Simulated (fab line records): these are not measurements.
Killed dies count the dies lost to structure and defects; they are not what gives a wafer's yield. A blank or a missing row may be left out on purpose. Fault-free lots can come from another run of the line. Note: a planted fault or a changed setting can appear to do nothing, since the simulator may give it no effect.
Matching of chambers | flow n5_finfet | N5_ZERO_LAYER_ETCH_17 on rie_diel-06: 4 sister chambers
The step etches SiO2 in CF4, target depth 12 nm, time 13.3 s. 16 wafers are shown with their chamber, then 8 later ones without.

WAFERS WITH THEIR CHAMBER
wafer  | chamber | oes_product_au (a.u.) | throttle_valve_pct (%) | drypump_motor_current_A (A)
L967.4 | 1       | 0.79                  | 15.56                  | 5.7
L967.5 | 1       | 0.79                  | 15.55                  | 5.6
L967.6 | 0       | 0.68                  | 15.69                  | 4.9
L969.1 | 0       | 0.68                  | 15.71                  | 4.9
L969.4 | 2       | 0.75                  | 15.65                  | 5.2
L969.6 | 2       | 0.76                  | 15.65                  | 5.2
L970.2 | 2       | 0.75                  | 15.66                  | 5.2
L970.4 | 1       | 0.79                  | 15.57                  | 5.6
L970.5 | 0       | 0.67                  | 15.71                  | 4.9
L972.1 | 1       | 0.79                  | 15.58                  | 5.7
L972.3 | 3       | 0.77                  | 15.88                  | 5.3
L972.4 | 2       | 0.75                  | 15.65                  | 5.2
L974.1 | 3       | 0.77                  | 15.87                  | 5.4
L974.3 | 2       | 0.75                  | 15.68                  | 5.2
L974.4 | 2       | 0.75                  | 15.67                  | 5.2
L976.2 | 2       | 0.75                  | 15.69                  | 5.2

SIGNATURES (averages over the wafers above)
reading                 | chamber 0 | chamber 1 | chamber 2 | chamber 3 | scatter within a chamber
oes_product_au          | 0.6767    | 0.7900    | 0.7514    | 0.7700    | 0.00356
throttle_valve_pct      | 15.7033   | 15.5650   | 15.6643   | 15.8750   | 0.0141
drypump_motor_current_A | 4.900     | 5.650     | 5.200     | 5.350     | 0.0354
Rule: a wafer's distance from a chamber is the root of the sum, over the readings, of the square of ((its reading less the chamber's mean) divided by the reading's scatter). The wafer belongs to the nearest chamber; if the next one is less than 2 further off, it can't be placed. The scatter: take each reading less its chamber's mean, square it, sum over the shown wafers, divide by the number of wafers less the number of chambers, and take the root.

WAFERS WITH NO CHAMBER GIVEN
wafer  | oes_product_au (a.u.) | throttle_valve_pct (%) | drypump_motor_current_A (A)
L976.4 | 0.78                  | 15.58                  | 5.6
L976.5 | 0.77                  | 15.91                  | 5.3
L980.2 | 0.73                  | 15.70                  | 5.2
L980.4 | 0.77                  | 15.61                  | 5.6
L980.6 | 0.74                  | 15.70                  | 5.2
L987.1 | 0.74                  | 15.94                  | 5.4
L987.5 | 0.88                  | 15.28                  | 4.9
L987.6 | 0.75                  | 15.63                  | 5.7

WHICH CHAMBER EACH ONE RAN IN
wafer  | from the rows above | in truth
L976.4 | 1                   | 1
L976.5 | 3                   | 3
L980.2 | 2                   | 2
L980.4 | 1                   | 1
L980.6 | 2                   | 2
L987.1 | 3                   | 3
L987.5 | 1                   | 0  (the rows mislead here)
L987.6 | 1                   | 1
Placed correctly: 7 of 8. From these rows, 0 cannot be placed. 1 placed wrongly.
